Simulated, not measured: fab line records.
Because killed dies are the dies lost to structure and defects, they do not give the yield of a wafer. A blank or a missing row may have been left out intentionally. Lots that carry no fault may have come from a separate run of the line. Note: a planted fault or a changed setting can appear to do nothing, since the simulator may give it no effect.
Split-lot study    flow n5-finfet    7 lots, 21 wafers read, on a route of 1938 steps

## THE SPLIT ITSELF
At N5_BEOL_M4_ETCH_64 (etches SOC in N2/H2, target depth 75 nm, overetch 22.5 nm, time 121.9 s), the setting bias-w was moved away from the recipe's 150 W on 9 of the 21 wafers read, by -15.4% to +17.9%. For the rest of the wafers, this setting stayed at what the recipe calls for.

The reading comes from the split's own step.

## THE READING
rf-vpp-V, in V, at N5_BEOL_M4_ETCH_64 (etches SOC in N2/H2, target depth 75 nm, overetch 22.5 nm, time 121.9 s). A value of 523.7 V with a standard deviation of 2.5 V is what fault-free wafers of this fab line usually give.

wafer   tool, chamber at the split  bias-w as run, W  against the recipe  rf-vpp-V, V  against lot-mates on the recipe
L074.2  rie-diel-01, 3              150               recipe              526.0        -
L074.3  rie-diel-01, 1              129               -14.0%              472.6        -50.8
L074.5  rie-diel-01, 1              150               recipe              520.8        -
L082.2  rie-diel-05, 2              172.9             +15.3%              575.1        +54.7
L082.4  rie-diel-05, 0              172.9             +15.3%              571.5        +51.1
L082.6  rie-diel-05, 3              150               recipe              520.4        -
L083.2  rie-diel-05, 1              150               recipe              527.6        -
L083.4  rie-diel-05, 3              160.8             +7.2%               543.6        +16.0
L083.6  rie-diel-05, 2              160.8             +7.2%               550.7        +23.1
L087.2  rie-diel-06, 1              150               recipe              521.9        -
L087.5  rie-diel-06, 0              176.9             +17.9%              577.5        +52.9
L087.6  rie-diel-06, 3              150               recipe              527.3        -
L089.3  rie-diel-05, 2              150               recipe              525.2        -
L089.4  rie-diel-05, 1              150               recipe              527.5        -
L089.5  rie-diel-05, 3              150               recipe              522.3        -
L091.2  rie-diel-06, 0              150               recipe              521.0        -
L091.3  rie-diel-06, 3              160.9             +7.3%               550.1        +29.1
L091.4  rie-diel-06, 2              160.9             +7.3%               544.3        +23.3
L095.1  rie-diel-06, 2              150               recipe              519.5        -
L095.5  rie-diel-06, 0              126.9             -15.4%              467.8        -53.9
L095.6  rie-diel-06, 3              150               recipe              523.9        -

THE FIT
A straight line over all 21 wafers: rf-vpp-V changes by +3.35 V for each +1% of bias-w; r = +0.99; the points scatter about the line by 3.3 V.
The same after taking each lot's own level away (the mean of its wafers on the recipe; 21 wafers): +3.36 V for each +1%; r = +0.99; scatter 3.4 V.
On that fit, the largest move of bias-w shifts the reading by 60 V.
The lots' own levels span 520.40 to 527.60 V, that is 2.9 times the standard deviation above.
Hence the lot-to-lot level has little effect on the slope; both slopes agree.
Check: for one of the wafers moved furthest among these (+17.9%), held out of the fit, the line's prediction against its lot-mates is +61.5 V. Against them it came out at +52.9 V.
Tool readings at the split's step, against how far the setting was moved: rf-vpp-V r = +0.99.

## THE OTHER SPLITS THESE WAFERS WENT THROUGH
These wafers also went through other splits before the reading. Each is held against what the fit with the lots' levels taken away leaves over:
other split on the same wafers  wafers away from the commonest value  r with rf-vpp-V (lot level and that fit taken away)
N5_BEOL_M3_COAT_73 temp-c       7                                     +0.35
N5_BEOL_M4_COAT_05 spin-rpm     7                                     +0.21

## FILE'S OWN FIT
rf-vpp-V changes by +3.32 V for each +1% of bias-w, r = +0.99.
